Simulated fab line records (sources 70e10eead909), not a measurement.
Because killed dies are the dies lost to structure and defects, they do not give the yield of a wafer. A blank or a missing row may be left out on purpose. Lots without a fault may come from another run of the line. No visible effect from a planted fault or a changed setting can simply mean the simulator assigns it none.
Which of the tools did it? | flow nand harc | 12 lots with 36 wafers sampled at 5 steps, on a route of 1302 steps

## WHAT EACH GAUGE READ, for each wafer
NHARC_END_SORT_01.
lot  | measured     | on        | defect limited yield (%) | killed at array | killed at other | killed at periphery | killed dies | killed open | killed short
L562 | day 28 14:54 | prober-02 | 0 0 0                    | 58 52 46        | 1 1 2           | 618 624 629         | 677 677 677 | 3 1 6       | 4 3 4
L561 | day 29 11:46 | prober-02 | 0 0 0                    | 37 31 49        | 0 1 1           | 640 645 627         | 677 677 677 | 4 5 6       | 2 0 4
L563 | day 29 21:49 | prober-01 | 95.9 96.6 96.3           | 26 21 20        | 1 0 0           | 1 2 5               | 28 23 25    | 3 4 2       | 3 3 1
L568 | day 31 17:06 | prober-01 | 89.5 91.7 92.5           | 59 45 42        | 2 2 3           | 10 9 6              | 71 56 51    | 3 1 3       | 6 4 1

## TOOL THAT RAN EACH LOT (tool first, then ch and the chambers of the sampled wafers, then the start)
lot  | NHARC_P_M2_PRE_CLEAN_32         | NHARC_P_BONDPAD_DESCUM_11          | NHARC_P_BONDPAD_ETCH_12            | NHARC_P_BONDPAD_DEGAS_25
L554 | pecvd-03 ch 0,1,2, day 7 18:16  | rie diel-02 ch 0,2, day 7 20:05    | rie diel-02 ch 1,3, day 7 20:16    | pvd sputter-02, day 7 21:01
L562 | pecvd-01 ch 2, day 11 03:33     | rie diel-07 ch 0,1,3, day 11 06:08 | rie diel-07 ch 0,2,3, day 11 06:20 | pvd sputter-02, day 11 07:05
L561 | pecvd-04 ch 0,1, day 11 03:43   | rie diel-07 ch 0,2,3, day 11 05:38 | rie diel-07 ch 0,1, day 11 05:49   | pvd sputter-01, day 11 06:35
L563 | pecvd-04 ch 1,2, day 11 14:19   | rie diel-02 ch 0,1, day 11 16:11   | rie diel-02 ch 2,3, day 11 16:22   | pvd sputter-03, day 11 17:08
L564 | pecvd-01 ch 0,1, day 12 11:58   | rie diel-02 ch 1,3, day 12 13:56   | rie diel-02 ch 1,2,3, day 12 14:07 | pvd sputter-02, day 12 14:52
L566 | pecvd-01 ch 1,2, day 12 22:58   | rie diel-02 ch 0,1, day 13 01:11   | rie diel-02 ch 0,1,3, day 13 01:22 | pvd sputter-01, day 13 02:10
L567 | pecvd-01 ch 0,2, day 13 06:04   | rie diel-02 ch 0,1,2, day 13 07:59 | rie diel-02 ch 1,3, day 13 08:10   | pvd sputter-01, day 13 08:59
L568 | pecvd-01 ch 1,2, day 13 17:13   | rie diel-02 ch 0,1,2, day 13 19:07 | rie diel-02 ch 0,1,2, day 13 19:17 | pvd sputter-01, day 13 20:02
L570 | pecvd-03 ch 0,1,2, day 14 05:05 | rie diel-02 ch 0,2,3, day 14 08:02 | rie diel-02 ch 0,1,2, day 14 08:13 | pvd sputter-02, day 14 08:58
L571 | pecvd-03 ch 0,1,2, day 14 15:35 | rie diel-07 ch 1,2,3, day 14 17:32 | rie diel-07 ch 0,2,3, day 14 17:43 | pvd sputter-02, day 14 18:28
L573 | pecvd-04 ch 0,1, day 15 19:21   | rie diel-02 ch 1,3, day 15 21:08   | rie diel-02 ch 1,2,3, day 15 21:19 | pvd sputter-01, day 15 22:04
L574 | pecvd-01 ch 0,1, day 16 03:16   | rie diel-07 ch 0,2, day 16 05:04   | rie diel-07 ch 0,2,3, day 16 05:15 | pvd sputter-01, day 16 06:01
- NHARC_P_M2_PRE_CLEAN_32: time 12 s.
- NHARC_P_BONDPAD_DESCUM_11: chemistry O2, time 3 s.
- NHARC_P_BONDPAD_ETCH_12: etches the open film in CHF3/O2, target depth 200 nm, time 100 s.
- NHARC_P_BONDPAD_DEGAS_25: time 60 s.

## AS READ BY THE TOOLS THEMSELVES (means over the sampled wafers that have a number; for cases with no such wafer, the mark the record gives instead)
NHARC_P_M2_PRE_CLEAN_32.
lot  | tool     | heater power w (W)
L554 | pecvd-03 | 687
L562 | pecvd-01 | 635
L561 | pecvd-04 | 591
L563 | pecvd-04 | 533
L564 | pecvd-01 | 727
L566 | pecvd-01 | 681
L567 | pecvd-01 | 769
L568 | pecvd-01 | 677
L570 | pecvd-03 | 691
L571 | pecvd-03 | 621
L573 | pecvd-04 | 641
L574 | pecvd-01 | 803

NHARC_P_BONDPAD_DESCUM_11.
lot  | tool        | drypump motor current A (A) | oes product au (a.u.) | rf vpp V (V) | showerhead plenum p Torr (Torr) | throttle valve pct (%)
L554 | rie diel-02 | 5.4                         | 1.006                 | 58.0         | 1.90                            | 11.306
L562 | rie diel-07 | 6.0                         | 0.983                 | 57.7         | 1.91                            | 11.304
L561 | rie diel-07 | 5.6                         | 0.995                 | 57.5         | 1.85                            | 11.308
L563 | rie diel-02 | 5.7                         | 1.000                 | 57.4         | 1.93                            | 11.311
L564 | rie diel-02 | 5.7                         | 1.004                 | 57.4         | 1.89                            | 11.305
L566 | rie diel-02 | 5.9                         | 1.001                 | 58.0         | 1.86                            | 11.313
L567 | rie diel-02 | 5.7                         | 1.000                 | 58.1         | 1.88                            | 11.313
L568 | rie diel-02 | 5.7                         | 1.003                 | 58.1         | 1.88                            | 11.304
L570 | rie diel-02 | 5.5                         | 1.002                 | 57.3         | 1.93                            | 11.323
L571 | rie diel-07 | 5.7                         | 0.996                 | 58.0         | 1.92                            | 11.320
L573 | rie diel-02 | 5.8                         | 1.008                 | 57.6         | 1.89                            | 11.308
L574 | rie diel-07 | 5.7                         | 0.989                 | 57.7         | 1.87                            | 11.305

NHARC_P_BONDPAD_ETCH_12.
lot  | tool        | drypump motor current A (A) | oes product au (a.u.) | rf vpp V (V) | run length s (s) | showerhead plenum p Torr (Torr) | throttle valve pct (%)
L554 | rie diel-02 | 5.8                         | 0.967                 | 370.0        | 121.1            | 2.38                            | 20.569
L562 | rie diel-07 | 5.6                         | 0.916                 | 369.7        | 95.9             | 2.33                            | 20.561
L561 | rie diel-07 | 6.2                         | 0.921                 | 372.6        | 95.8             | 2.49                            | 20.572
L563 | rie diel-02 | 5.5                         | 0.926                 | 370.1        | 121.2            | 2.36                            | 20.572
L564 | rie diel-02 | 5.7                         | 0.919                 | 368.7        | 121.0            | 2.34                            | 20.573
L566 | rie diel-02 | 5.7                         | 0.970                 | 370.6        | 120.9            | 2.39                            | 20.579
L567 | rie diel-02 | 5.8                         | 0.979                 | 369.6        | 121.3            | 2.37                            | 20.581
L568 | rie diel-02 | 5.7                         | 0.926                 | 370.2        | 121.1            | 2.36                            | 20.564
L570 | rie diel-02 | 5.7                         | 0.968                 | 370.2        | 120.8            | 2.36                            | 20.572
L571 | rie diel-07 | 5.6                         | 0.923                 | 368.9        | 121.5            | 2.33                            | 20.562
L573 | rie diel-02 | 5.7                         | 0.924                 | 369.5        | 121.5            | 2.34                            | 20.571
L574 | rie diel-07 | 5.6                         | 0.921                 | 368.1        | 121.3            | 2.33                            | 20.563

NHARC_P_BONDPAD_DEGAS_25.
lot  | tool           | heater power w (W)
L554 | pvd sputter-02 | 412
L562 | pvd sputter-02 | 458
L561 | pvd sputter-01 | 471
L563 | pvd sputter-03 | 457
L564 | pvd sputter-02 | 453
L566 | pvd sputter-01 | 456
L567 | pvd sputter-01 | 458
L568 | pvd sputter-01 | 476
L570 | pvd sputter-02 | 430
L571 | pvd sputter-02 | 427
L573 | pvd sputter-01 | 445
L574 | pvd sputter-01 | 471

## THE ANSWER, worked out from the rows above alone
Rule: usual is defined by the lots themselves. Put in order of their means at a reading, lots are off if they are a third of the lots or fewer, leave a main group of 4 or more, and stand apart from it by a gap of 3 or more times the standard deviation of the main group's means; of several such gaps the widest counts. A main group is skipped when, at the precision printed for the reading in the tables above, its means are all equal. Also off: a lot with no number at a reading for which 4 or more lots have one. Any other lot the step has rows for is counted as sound. First the gauges in route order, then the tools' own readings, where a lot's mean is used as printed above. At the first step where some lot is off, the reading lying furthest off is the one used; lots without a number count as furthest.
Off at NHARC_P_BONDPAD_ETCH_12 (run length s): L562, L561. For the main group the mean is 121.2 s and the standard deviation 0.22.
A tool fits if, at that step or a process step before it, it ran every lot that is off, and no sound lot after the first of them. No candidate that was tried fits.

## WHAT THE SIMULATOR HAD PUT IN
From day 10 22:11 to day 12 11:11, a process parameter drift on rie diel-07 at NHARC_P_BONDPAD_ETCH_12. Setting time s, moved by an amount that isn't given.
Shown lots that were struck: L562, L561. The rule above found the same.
